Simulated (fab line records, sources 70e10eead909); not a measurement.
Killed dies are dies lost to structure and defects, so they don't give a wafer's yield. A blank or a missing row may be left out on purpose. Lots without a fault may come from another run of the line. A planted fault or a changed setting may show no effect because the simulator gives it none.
Which tool did it? | flow nand_harc | 12 lots, 36 wafers sampled, at 5 steps of a route of 1302

WHAT THE GAUGES READ, wafer by wafer
NHARC_END_SORT_01. Usual: defect_limited_yield 91 %, standard deviation 3.1; killed_at_array 57, standard deviation 20; killed_at_other 1.0, standard deviation 1.5; killed_at_periphery 3.5, standard deviation 2.5; killed_dies 62, standard deviation 21; killed_open 3.5, standard deviation 1.9; killed_short 2.4, standard deviation 1.6.
lot  | measured     | on        | defect_limited_yield (%) | killed_at_array | killed_at_other | killed_at_periphery | killed_dies | killed_open | killed_short | flag
L897 | day 29 08:53 | prober-02 | 89 90 90                 | 62 62 70        | 0 0 0           | 12 3 1              | 74 65 71    | 3 3 1       | 7 2 3        |
L899 | day 29 22:08 | prober-01 | 87 90 92                 | 70 68 48        | 8 1 3           | 9 2 1               | 87 71 52    | 4 1 3       | 2 0 1        |

WHICH TOOL RAN EACH LOT (tool, then ch and the chambers of the sampled wafers, then the start)
lot  | NHARC_P_M2_ETCH_35                 | NHARC_P_M2_ETCH_15                            | NHARC_P_M2_PVD_20            | NHARC_P_M2_PVD_21
L888 | rie_diel-03 ch 0,1,2, day 7 02:59  | rie_diel-03 ch 1,2,3, day 7 04:01 or earlier  | pvd_sputter-01, day 7 04:01  | pvd_sputter-01, no start
L889 | rie_diel-03 ch 1,2,3, day 7 18:38  | rie_diel-03 ch 1,3, day 7 19:41 or earlier    | pvd_sputter-02, day 7 19:41  | pvd_sputter-02, no start
L890 | rie_diel-05 ch 1,2,3, day 8 00:04  | rie_diel-05 ch 2,3, day 8 01:05 or earlier    | pvd_sputter-02, day 8 01:05  | pvd_sputter-02, no start
L892 | rie_diel-03 ch 0,3, day 8 19:04    | rie_diel-03 ch 0,1,3, day 8 20:08 or earlier  | pvd_sputter-01, day 8 20:08  | pvd_sputter-01, no start
L891 | rie_diel-11 ch 1,2,3, day 8 19:54  | rie_diel-11 ch 0,2,3, day 8 20:59 or earlier  | pvd_sputter-03, day 8 20:59  | pvd_sputter-03, no start
L894 | rie_diel-11 ch 0,2,3, day 9 16:44  | rie_diel-11 ch 1,2,3, day 9 17:47 or earlier  | pvd_sputter-01, day 9 17:47  | pvd_sputter-01, no start
L895 | rie_diel-03 ch 0,3, day 10 07:51   | rie_diel-03 ch 0,3, day 10 08:59 or earlier   | pvd_sputter-01, day 10 08:59 | pvd_sputter-01, no start
L896 | rie_diel-11 ch 1,2, day 10 18:04   | rie_diel-11 ch 0,2,3, day 10 19:13 or earlier | pvd_sputter-03, day 10 19:13 | pvd_sputter-03, no start
L897 | rie_diel-05 ch 0,3, day 11 01:52   | rie_diel-05 ch 0,1, day 11 02:56 or earlier   | pvd_sputter-02, day 11 02:56 | pvd_sputter-02, day 29 08:53 or earlier
L898 | rie_diel-03 ch 0,2,3, day 11 07:56 | rie_diel-03 ch 0,2,3, day 11 09:02 or earlier | pvd_sputter-02, day 11 09:02 | pvd_sputter-02, no start
L899 | rie_diel-05 ch 1,2, day 11 19:32   | rie_diel-05 ch 0,3, day 11 20:40 or earlier   | pvd_sputter-01, day 11 20:40 | pvd_sputter-01, day 29 22:08 or earlier
L908 | rie_diel-11 ch 0,1,2, day 15 17:28 | rie_diel-11 ch 0,1,3, day 15 18:31 or earlier | pvd_sputter-02, day 15 18:31 | pvd_sputter-02, no start
- NHARC_P_M2_ETCH_35: etches the open film in N2/H2, target depth 40 nm, overetch 12 nm, time 43.94 s.
- NHARC_P_M2_ETCH_15: etches the open film in C4F8/Ar, target depth 182.5 nm, time 91.2 s.
- NHARC_P_M2_PVD_20: deposits TaN, target thk 5 nm, time 8.06 s.
- NHARC_P_M2_PVD_21: deposits Cu, target thk 30 nm, time 20.49 s.

WHAT THE TOOLS THEMSELVES READ (means of the sampled wafers that have a number; where no wafer has one, the mark that the record gives instead)
NHARC_P_M2_ETCH_35. Usual: drypump_motor_current_A 5.7 A, standard deviation 0.4; oes_product_au 0.997 a.u., standard deviation 0.0095; rf_vpp_V 431.1 V, standard deviation 2.5; showerhead_plenum_p_Torr 2.06 Torr, standard deviation 0.081; throttle_valve_pct 14.171 %, standard deviation 0.0094.
lot  | tool        | drypump_motor_current_A (A) | oes_product_au (a.u.) | rf_vpp_V (V) | showerhead_plenum_p_Torr (Torr) | throttle_valve_pct (%) | flag
L888 | rie_diel-03 | 5.8                         | 0.999                 | 430.7        | 2.06                            | 14.178                 |
L889 | rie_diel-03 | 5.9                         | 1.004                 | 430.1        | 2.03                            | 14.173                 |
L890 | rie_diel-05 | 5.8                         | 1.004                 | 432.0        | 2.07                            | 14.170                 |
L892 | rie_diel-03 | 5.2                         | 0.999                 | 433.7        | 2.12                            | 14.169                 |
L891 | rie_diel-11 | 5.6                         | 1.006                 | 430.3        | 2.02                            | 14.170                 |
L894 | rie_diel-11 | 5.6                         | 1.006                 | 428.9        | 1.97                            | 14.175                 |
L895 | rie_diel-03 | 5.2                         | 0.985                 | 432.1        | 2.12                            | 14.168                 |
L896 | rie_diel-11 | 5.4                         | 1.001                 | 430.7        | 2.05                            | 14.163                 |
L897 | rie_diel-05 | 5.9                         | 0.995                 | 433.4        | 2.13                            | 14.176                 |
L898 | rie_diel-03 | 5.6                         | 0.994                 | 431.4        | 2.09                            | 14.169                 |
L899 | rie_diel-05 | 5.5                         | 0.992                 | 429.3        | 2.02                            | 14.168                 |
L908 | rie_diel-11 | 5.5                         | 1.002                 | 431.4        | 2.05                            | 14.158                 |

NHARC_P_M2_ETCH_15. Usual: oes_product_au 0.935 a.u., standard deviation 0.024; rf_vpp_V 441.4 V, standard deviation 2.5.
lot  | tool        | oes_product_au (a.u.) | rf_vpp_V (V) | flag
L888 | rie_diel-03 | 0.959                 | 440.1        |
L889 | rie_diel-03 | 0.917                 | 439.9        |
L890 | rie_diel-05 | 0.930                 | 441.0        |
L892 | rie_diel-03 | 0.919                 | 441.8        |
L891 | rie_diel-11 | 0.934                 | 439.0        |
L894 | rie_diel-11 | 0.962                 | 440.2        |
L895 | rie_diel-03 | 0.930                 | 442.5        |
L896 | rie_diel-11 | 0.976                 | 438.9        |
L897 | rie_diel-05 | 0.958                 | 443.1        |
L898 | rie_diel-03 | 0.926                 | 442.5        |
L899 | rie_diel-05 | 0.917                 | 443.1        |
L908 | rie_diel-11 | 0.978                 | 440.5        |

NHARC_P_M2_PVD_20. Usual: bias_v 168.7 V, standard deviation 1.7; throttle_valve_pct 29.8 %, standard deviation 1.1.
lot  | tool           | bias_v (V) | throttle_valve_pct (%) | flag
L888 | pvd_sputter-01 | 168.5      | 29.0                   |
L889 | pvd_sputter-02 | 168.9      | 31.2                   |
L890 | pvd_sputter-02 | 171.3      | 29.2                   |
L892 | pvd_sputter-01 | 167.0      | 29.0                   |
L891 | pvd_sputter-03 | 167.7      | 29.4                   |
L894 | pvd_sputter-01 | 167.3      | 30.0                   |
L895 | pvd_sputter-01 | 168.0      | 30.3                   |
L896 | pvd_sputter-03 | 168.2      | 29.7                   |
L897 | pvd_sputter-02 | 169.1      | 29.5                   |
L898 | pvd_sputter-02 | 167.6      | 30.2                   |
L899 | pvd_sputter-01 | 169.8      | 30.1                   |
L908 | pvd_sputter-02 | 168.7      | 30.4                   |

NHARC_P_M2_PVD_21. Usual: throttle_valve_pct 29.8 %, standard deviation 1.1.
lot  | tool           | throttle_valve_pct (%) | flag
L888 | pvd_sputter-01 | 29.6                   |
L889 | pvd_sputter-02 | 30.4                   |
L890 | pvd_sputter-02 | 30.2                   |
L892 | pvd_sputter-01 | 29.1                   |
L891 | pvd_sputter-03 | 29.8                   |
L894 | pvd_sputter-01 | 30.2                   |
L895 | pvd_sputter-01 | 31.0                   |
L896 | pvd_sputter-03 | 28.9                   |
L897 | pvd_sputter-02 | 29.4                   |
L898 | pvd_sputter-02 | 30.4                   |
L899 | pvd_sputter-01 | 29.1                   |
L908 | pvd_sputter-02 | 30.0                   |

THE ANSWER, worked out from the rows above alone
Rule: a lot is off if the mean of its wafers that have a number lies more than 3 standard deviations from the usual mean. A lot without any number at a reading at which 4 lots or more have one is off too. The other lots that the step has rows for count as sound. The gauges are gone through in route order, then the tools' own readings, and for those a lot's mean is taken as printed above. The first step at which some lot is off is used, and at that step the reading that is off furthest; a lot without a number counts as furthest.
No lot is off at any reading shown: from this, nothing can be told.

WHAT THE SIMULATOR HAD PUT IN
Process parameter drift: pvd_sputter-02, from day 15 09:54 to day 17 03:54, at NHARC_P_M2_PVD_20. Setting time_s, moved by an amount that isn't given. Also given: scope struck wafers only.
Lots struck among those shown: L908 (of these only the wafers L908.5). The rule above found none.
